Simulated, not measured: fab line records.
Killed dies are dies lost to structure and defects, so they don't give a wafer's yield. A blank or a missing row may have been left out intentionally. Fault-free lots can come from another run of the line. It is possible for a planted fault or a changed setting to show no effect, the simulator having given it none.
Which tool did it? || flow nand_harc || 33 wafers from 11 lots sampled at 6 of the route's 1302 steps

## WHAT THE GAUGES READ, wafer by wafer
NHARC_A_M0_INSPECT_27. Usual: raw_defect_count at 565, with a standard deviation of 150.
{"lot": "L594", "measured": "day 23 10:05", "on": "defect_inspect-01", "raw_defect_count": "451 384 725", "flag": ""}
{"lot": "L597", "measured": "day 24 12:24", "on": "defect_inspect-02", "raw_defect_count": "428 543 509", "flag": ""}
{"lot": "L601", "measured": "day 27 10:29", "on": "defect_inspect-01", "raw_defect_count": "523 449 494", "flag": ""}
{"lot": "L603", "measured": "day 28 16:31", "on": "defect_inspect-02", "raw_defect_count": "3200 859 818", "flag": "OFF"}
{"lot": "L607", "measured": "day 29 14:15", "on": "defect_inspect-02", "raw_defect_count": "708 497 472", "flag": ""}
{"lot": "L609", "measured": "day 29 20:43", "on": "defect_inspect-02", "raw_defect_count": "643 632 623", "flag": ""}
{"lot": "L611", "measured": "day 30 01:37", "on": "defect_inspect-01", "raw_defect_count": "685 662 579", "flag": ""}
{"lot": "L614", "measured": "day 31 02:38", "on": "defect_inspect-02", "raw_defect_count": "581 620 663", "flag": ""}
{"lot": "L615", "measured": "day 32 09:49", "on": "defect_inspect-01", "raw_defect_count": "836 571 773", "flag": ""}
{"lot": "L616", "measured": "day 32 11:55", "on": "defect_inspect-01", "raw_defect_count": "394 457 784", "flag": ""}
{"lot": "L617", "measured": "day 33 23:52", "on": "defect_inspect-02", "raw_defect_count": "427 471 362", "flag": ""}

NHARC_END_SORT_01. Usual: defect_limited_yield is 91.3 % with standard deviation 2.7, killed_at_array is 54 with standard deviation 18, killed_at_other is 0.9 with standard deviation 1.2, killed_at_periphery is 4.4 with standard deviation 2.9, killed_dies is 59 with standard deviation 18, killed_open is 3.2 with standard deviation 1.8, and killed_short is 2.6 with standard deviation 1.8.
{"lot": "L603", "measured": "day 30 16:32", "on": "prober-02", "defect_limited_yield (%)": "0 89.4 89.8", "killed_at_array": "674 71 68", "killed_at_other": "2 1 0", "killed_at_periphery": "1 0 1", "killed_dies": "677 72 69", "killed_open": "3 5 2", "killed_short": "5 6 1", "flag": "OFF"}
{"lot": "L609", "measured": "day 31 18:24", "on": "prober-02", "defect_limited_yield (%)": "91.7 90.3 89.4", "killed_at_array": "53 62 68", "killed_at_other": "0 0 0", "killed_at_periphery": "3 4 4", "killed_dies": "56 66 72", "killed_open": "2 2 4", "killed_short": "1 3 2", "flag": ""}
{"lot": "L614", "measured": "day 32 21:37", "on": "prober-02", "defect_limited_yield (%)": "90.3 91.0 90.7", "killed_at_array": "61 54 58", "killed_at_other": "1 1 0", "killed_at_periphery": "4 6 5", "killed_dies": "66 61 63", "killed_open": "3 6 3", "killed_short": "3 0 0", "flag": ""}
{"lot": "L615", "measured": "day 33 23:48", "on": "prober-01", "defect_limited_yield (%)": "95.7 94.8 95.3", "killed_at_array": "24 27 22", "killed_at_other": "0 0 1", "killed_at_periphery": "5 8 9", "killed_dies": "29 35 32", "killed_open": "4 3 1", "killed_short": "2 5 3", "flag": ""}
{"lot": "L617", "measured": "day 36 00:13", "on": "prober-02", "defect_limited_yield (%)": "96.6 96.5 94.2", "killed_at_array": "20 19 34", "killed_at_other": "1 2 3", "killed_at_periphery": "2 3 2", "killed_dies": "23 24 39", "killed_open": "1 2 5", "killed_short": "3 1 1", "flag": ""}

## WHAT TOOL EACH LOT RAN ON (gives the tool, then ch and the chambers of the sampled wafers, and finally the start)
{"lot": "L594", "NHARC_A_BLC_ALD_23": "ald_metal-02 ch 0,1,3, day 23 05:20", "NHARC_A_M0_ETCH_34": "rie_diel-09 ch 2,3, day 23 07:42", "NHARC_A_M0_ANNEAL_30": "rtp_anneal-02 ch 0, day 23 09:20", "NHARC_A_M0_CMP_23": "cmp-02 ch 0,3, day 23 09:39"}
{"lot": "L597", "NHARC_A_BLC_ALD_23": "ald_metal-03 ch 0,3, day 24 07:33", "NHARC_A_M0_ETCH_34": "rie_diel-05 ch 0,1,2, day 24 09:59", "NHARC_A_M0_ANNEAL_30": "rtp_anneal-01 ch 0, day 24 11:35", "NHARC_A_M0_CMP_23": "cmp-03 ch 0,3, day 24 11:56"}
{"lot": "L601", "NHARC_A_BLC_ALD_23": "ald_metal-02 ch 0,1, day 27 05:46", "NHARC_A_M0_ETCH_34": "rie_diel-08 ch 2,3, day 27 08:05", "NHARC_A_M0_ANNEAL_30": "rtp_anneal-01 ch 0, day 27 09:40", "NHARC_A_M0_CMP_23": "cmp-02 ch 0,1,3, day 27 10:02"}
{"lot": "L603", "NHARC_A_BLC_ALD_23": "ald_metal-02 ch 1,2,3, day 28 11:49", "NHARC_A_M0_ETCH_34": "rie_diel-05 ch 1,2,3, day 28 14:07", "NHARC_A_M0_ANNEAL_30": "rtp_anneal-01 ch 0, day 28 15:41", "NHARC_A_M0_CMP_23": "cmp-02 ch 0,2,3, day 28 16:02"}
{"lot": "L607", "NHARC_A_BLC_ALD_23": "ald_metal-01 ch 0,2,3, day 29 09:32", "NHARC_A_M0_ETCH_34": "rie_diel-08 ch 1,2,3, day 29 11:50", "NHARC_A_M0_ANNEAL_30": "rtp_anneal-01 ch 0, day 29 13:26", "NHARC_A_M0_CMP_23": "cmp-03 ch 1,2, day 29 13:46"}
{"lot": "L609", "NHARC_A_BLC_ALD_23": "ald_metal-03 ch 0,2,3, day 29 15:50", "NHARC_A_M0_ETCH_34": "rie_diel-09 ch 0,2,3, day 29 18:20", "NHARC_A_M0_ANNEAL_30": "rtp_anneal-01 ch 0, day 29 20:04", "NHARC_A_M0_CMP_23": "cmp-01 ch 1,2, day 29 20:17"}
{"lot": "L611", "NHARC_A_BLC_ALD_23": "ald_metal-01 ch 0,3, day 29 20:48", "NHARC_A_M0_ETCH_34": "rie_diel-09 ch 2,3, day 29 23:08", "NHARC_A_M0_ANNEAL_30": "rtp_anneal-01 ch 0, day 30 00:46", "NHARC_A_M0_CMP_23": "cmp-03 ch 0,1, day 30 01:06"}
{"lot": "L614", "NHARC_A_BLC_ALD_23": "ald_metal-01 ch 0,1,3, day 30 21:22", "NHARC_A_M0_ETCH_34": "rie_diel-08 ch 0,1,3, day 31 00:14", "NHARC_A_M0_ANNEAL_30": "rtp_anneal-02 ch 0, day 31 01:49", "NHARC_A_M0_CMP_23": "cmp-01 ch 0,2,3, day 31 02:10"}
{"lot": "L615", "NHARC_A_BLC_ALD_23": "ald_metal-02 ch 1,3, day 32 05:05", "NHARC_A_M0_ETCH_34": "rie_diel-09 ch 0,1,2, day 32 07:26", "NHARC_A_M0_ANNEAL_30": "rtp_anneal-01 ch 0, day 32 09:00", "NHARC_A_M0_CMP_23": "cmp-01 ch 0,3, day 32 09:23"}
{"lot": "L616", "NHARC_A_BLC_ALD_23": "ald_metal-02 ch 0,1, day 32 07:18", "NHARC_A_M0_ETCH_34": "rie_diel-08 ch 0,2,3, day 32 09:32", "NHARC_A_M0_ANNEAL_30": "rtp_anneal-01 ch 0, day 32 11:11", "NHARC_A_M0_CMP_23": "cmp-01 ch 0,1,3, day 32 11:29"}
{"lot": "L617", "NHARC_A_BLC_ALD_23": "ald_metal-01 ch 2,3, day 33 18:44", "NHARC_A_M0_ETCH_34": "rie_diel-05 ch 2,3, day 33 21:29", "NHARC_A_M0_ANNEAL_30": "rtp_anneal-02 ch 0, day 33 23:06", "NHARC_A_M0_CMP_23": "cmp-01 ch 1,2,3, day 33 23:26"}
- NHARC_A_BLC_ALD_23: deposits TiN, target thk 3 nm, pulse time 1 s, ald cycles 150.
- NHARC_A_M0_ETCH_34: etches the open film in N2/H2, target depth 40 nm, overetch 12 nm, time 43.94 s.
- NHARC_A_M0_ANNEAL_30: time 90 s.
- NHARC_A_M0_CMP_23: polishes, t overpolish 20 s, target thk 113.75 nm.

## WHAT THE TOOLS THEMSELVES READ (means of the sampled wafers that have a number; where no wafer has one, the mark that the record gives instead)
NHARC_A_BLC_ALD_23. Usual: heater_power_w 1021 W, standard deviation 120; precursor_pulse_height_rel 0.999, standard deviation 0.019; susceptor_temp_C 450.00 C, standard deviation 0.23.
{"lot": "L594", "tool": "ald_metal-02", "heater_power_w (W)": 974, "precursor_pulse_height_rel": 0.984, "susceptor_temp_C (C)": 450.21, "flag": ""}
{"lot": "L597", "tool": "ald_metal-03", "heater_power_w (W)": 1089, "precursor_pulse_height_rel": 1.005, "susceptor_temp_C (C)": 449.88, "flag": ""}
{"lot": "L601", "tool": "ald_metal-02", "heater_power_w (W)": 914, "precursor_pulse_height_rel": 0.993, "susceptor_temp_C (C)": 449.89, "flag": ""}
{"lot": "L603", "tool": "ald_metal-02", "heater_power_w (W)": 965, "precursor_pulse_height_rel": 0.992, "susceptor_temp_C (C)": 450.26, "flag": ""}
{"lot": "L607", "tool": "ald_metal-01", "heater_power_w (W)": 1033, "precursor_pulse_height_rel": 1.006, "susceptor_temp_C (C)": 449.86, "flag": ""}
{"lot": "L609", "tool": "ald_metal-03", "heater_power_w (W)": 1017, "precursor_pulse_height_rel": 0.992, "susceptor_temp_C (C)": 449.96, "flag": ""}
{"lot": "L611", "tool": "ald_metal-01", "heater_power_w (W)": 985, "precursor_pulse_height_rel": 1.005, "susceptor_temp_C (C)": 449.90, "flag": ""}
{"lot": "L614", "tool": "ald_metal-01", "heater_power_w (W)": 1015, "precursor_pulse_height_rel": 1.003, "susceptor_temp_C (C)": 449.73, "flag": ""}
{"lot": "L615", "tool": "ald_metal-02", "heater_power_w (W)": 909, "precursor_pulse_height_rel": 1.003, "susceptor_temp_C (C)": 450.04, "flag": ""}
{"lot": "L616", "tool": "ald_metal-02", "heater_power_w (W)": 872, "precursor_pulse_height_rel": 0.999, "susceptor_temp_C (C)": 450.07, "flag": ""}
{"lot": "L617", "tool": "ald_metal-01", "heater_power_w (W)": 1012, "precursor_pulse_height_rel": 1.003, "susceptor_temp_C (C)": 449.93, "flag": ""}

NHARC_A_M0_ETCH_34. Usual: drypump_motor_current_A 5.7 A, standard deviation 0.56; oes_product_au 1.000 a.u., standard deviation 0.008; rf_vpp_V 429.9 V, standard deviation 2.5; showerhead_plenum_p_Torr 2.02 Torr, standard deviation 0.087; throttle_valve_pct 14.171 %, standard deviation 0.01.
{"lot": "L594", "tool": "rie_diel-09", "drypump_motor_current_A (A)": 6.4, "oes_product_au (a.u.)": 0.999, "rf_vpp_V (V)": 430.1, "showerhead_plenum_p_Torr (Torr)": 2.03, "throttle_valve_pct (%)": 14.173, "flag": ""}
{"lot": "L597", "tool": "rie_diel-05", "drypump_motor_current_A (A)": 5.6, "oes_product_au (a.u.)": 0.996, "rf_vpp_V (V)": 430.8, "showerhead_plenum_p_Torr (Torr)": 2.05, "throttle_valve_pct (%)": 14.169, "flag": ""}
{"lot": "L601", "tool": "rie_diel-08", "drypump_motor_current_A (A)": 5.3, "oes_product_au (a.u.)": 1.009, "rf_vpp_V (V)": 431.5, "showerhead_plenum_p_Torr (Torr)": 2.10, "throttle_valve_pct (%)": 14.175, "flag": ""}
{"lot": "L603", "tool": "rie_diel-05", "drypump_motor_current_A (A)": 5.6, "oes_product_au (a.u.)": 1.000, "rf_vpp_V (V)": 429.8, "showerhead_plenum_p_Torr (Torr)": 1.99, "throttle_valve_pct (%)": 14.166, "flag": ""}
{"lot": "L607", "tool": "rie_diel-08", "drypump_motor_current_A (A)": 5.3, "oes_product_au (a.u.)": 1.003, "rf_vpp_V (V)": 430.1, "showerhead_plenum_p_Torr (Torr)": 2.02, "throttle_valve_pct (%)": 14.165, "flag": ""}
{"lot": "L609", "tool": "rie_diel-09", "drypump_motor_current_A (A)": 6.3, "oes_product_au (a.u.)": 1.006, "rf_vpp_V (V)": 429.6, "showerhead_plenum_p_Torr (Torr)": 1.99, "throttle_valve_pct (%)": 14.175, "flag": ""}
{"lot": "L611", "tool": "rie_diel-09", "drypump_motor_current_A (A)": 6.3, "oes_product_au (a.u.)": 0.999, "rf_vpp_V (V)": 429.8, "showerhead_plenum_p_Torr (Torr)": 2.05, "throttle_valve_pct (%)": 14.162, "flag": ""}
{"lot": "L614", "tool": "rie_diel-08", "drypump_motor_current_A (A)": 5.4, "oes_product_au (a.u.)": 1.008, "rf_vpp_V (V)": 430.8, "showerhead_plenum_p_Torr (Torr)": 2.08, "throttle_valve_pct (%)": 14.171, "flag": ""}
{"lot": "L615", "tool": "rie_diel-09", "drypump_motor_current_A (A)": 5.9, "oes_product_au (a.u.)": 1.004, "rf_vpp_V (V)": 428.5, "showerhead_plenum_p_Torr (Torr)": 1.98, "throttle_valve_pct (%)": 14.173, "flag": ""}
{"lot": "L616", "tool": "rie_diel-08", "drypump_motor_current_A (A)": 5.1, "oes_product_au (a.u.)": 1.001, "rf_vpp_V (V)": 431.6, "showerhead_plenum_p_Torr (Torr)": 2.10, "throttle_valve_pct (%)": 14.165, "flag": ""}
{"lot": "L617", "tool": "rie_diel-05", "drypump_motor_current_A (A)": 5.4, "oes_product_au (a.u.)": 0.991, "rf_vpp_V (V)": 428.7, "showerhead_plenum_p_Torr (Torr)": 1.97, "throttle_valve_pct (%)": 14.159, "flag": ""}

NHARC_A_M0_ANNEAL_30. Usual: anneal_temp_c 225.00 C, standard deviation 0.16; wafer_temp_C_max 226.00, standard deviation 0.26.
{"lot": "L594", "tool": "rtp_anneal-02", "anneal_temp_c (C)": 224.89, "wafer_temp_C_max": 226.16, "flag": ""}
{"lot": "L597", "tool": "rtp_anneal-01", "anneal_temp_c (C)": 225.07, "wafer_temp_C_max": 226.11, "flag": ""}
{"lot": "L601", "tool": "rtp_anneal-01", "anneal_temp_c (C)": 224.93, "wafer_temp_C_max": 226.20, "flag": ""}
{"lot": "L603", "tool": "rtp_anneal-01", "anneal_temp_c (C)": 224.94, "wafer_temp_C_max": 225.91, "flag": ""}
{"lot": "L607", "tool": "rtp_anneal-01", "anneal_temp_c (C)": 225.11, "wafer_temp_C_max": 225.67, "flag": ""}
{"lot": "L609", "tool": "rtp_anneal-01", "anneal_temp_c (C)": 224.95, "wafer_temp_C_max": 225.99, "flag": ""}
{"lot": "L611", "tool": "rtp_anneal-01", "anneal_temp_c (C)": 225.08, "wafer_temp_C_max": 225.95, "flag": ""}
{"lot": "L614", "tool": "rtp_anneal-02", "anneal_temp_c (C)": 225.19, "wafer_temp_C_max": 226.30, "flag": ""}
{"lot": "L615", "tool": "rtp_anneal-01", "anneal_temp_c (C)": 224.95, "wafer_temp_C_max": 225.86, "flag": ""}
{"lot": "L616", "tool": "rtp_anneal-01", "anneal_temp_c (C)": 224.97, "wafer_temp_C_max": 225.60, "flag": ""}
{"lot": "L617", "tool": "rtp_anneal-02", "anneal_temp_c (C)": 225.02, "wafer_temp_C_max": 226.60, "flag": ""}

NHARC_A_M0_CMP_23. Usual: motor_current_A 12.2 A, standard deviation 1.5; slurry_filter_dp_kPa 13.49 kPa, standard deviation 0.14; time_to_endpoint_s 29.7 s, standard deviation 2.6.
{"lot": "L594", "tool": "cmp-02", "motor_current_A (A)": 12.2, "slurry_filter_dp_kPa (kPa)": 13.52, "time_to_endpoint_s (s)": 28.2, "flag": ""}
{"lot": "L597", "tool": "cmp-03", "motor_current_A (A)": 10.2, "slurry_filter_dp_kPa (kPa)": 13.62, "time_to_endpoint_s (s)": 29.3, "flag": ""}
{"lot": "L601", "tool": "cmp-02", "motor_current_A (A)": 11.9, "slurry_filter_dp_kPa (kPa)": 13.43, "time_to_endpoint_s (s)": 32.5, "flag": ""}
{"lot": "L603", "tool": "cmp-02", "motor_current_A (A)": 12.2, "slurry_filter_dp_kPa (kPa)": 13.56, "time_to_endpoint_s (s)": 32.5, "flag": ""}
{"lot": "L607", "tool": "cmp-03", "motor_current_A (A)": 11.9, "slurry_filter_dp_kPa (kPa)": 13.50, "time_to_endpoint_s (s)": 30.5, "flag": ""}
{"lot": "L609", "tool": "cmp-01", "motor_current_A (A)": 13.8, "slurry_filter_dp_kPa (kPa)": 13.50, "time_to_endpoint_s (s)": 30.6, "flag": ""}
{"lot": "L611", "tool": "cmp-03", "motor_current_A (A)": 12.2, "slurry_filter_dp_kPa (kPa)": 13.51, "time_to_endpoint_s (s)": 26.8, "flag": ""}
{"lot": "L614", "tool": "cmp-01", "motor_current_A (A)": 13.6, "slurry_filter_dp_kPa (kPa)": 13.53, "time_to_endpoint_s (s)": 29.9, "flag": ""}
{"lot": "L615", "tool": "cmp-01", "motor_current_A (A)": 13.4, "slurry_filter_dp_kPa (kPa)": 13.44, "time_to_endpoint_s (s)": 29.8, "flag": ""}
{"lot": "L616", "tool": "cmp-01", "motor_current_A (A)": 12.5, "slurry_filter_dp_kPa (kPa)": 13.50, "time_to_endpoint_s (s)": 31.0, "flag": ""}
{"lot": "L617", "tool": "cmp-01", "motor_current_A (A)": 13.3, "slurry_filter_dp_kPa (kPa)": 13.40, "time_to_endpoint_s (s)": 30.9, "flag": ""}

## THE ANSWER, worked out from the rows above alone
Rule: a lot is off if the mean of its wafers that have a number lies more than 3 standard deviations from the usual mean. A lot without any number at a reading at which 4 lots or more have one is off too. The other lots that the step has rows for count as sound. First the gauges in route order, then the tools' own readings, where a lot's mean is used as printed above. The first step at which some lot is off is used, and at that step the reading that is off furthest; a lot without a number counts as furthest.
Off: L603 (NHARC_A_M0_INSPECT_27, raw_defect_count).
A tool fits if, at a process step before that reading, it ran every lot that is off, and no sound lot after the first of them. Not tried: the gauges at NHARC_A_M0_INSPECT_27; whatever is off there is also off at NHARC_END_SORT_01, on other tools, and gauge error can't account for it. One fits: NHARC_A_M0_CMP_23 on cmp-02. Its last sound lot is L601 (day 27 10:02), its first lot that is off L603 (day 28 16:02): a fault that began between those two fits.

## WHAT WAS PUT IN BY THE SIMULATOR
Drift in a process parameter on cmp-02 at NHARC_A_M0_CMP_23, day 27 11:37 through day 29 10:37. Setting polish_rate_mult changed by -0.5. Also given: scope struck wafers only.
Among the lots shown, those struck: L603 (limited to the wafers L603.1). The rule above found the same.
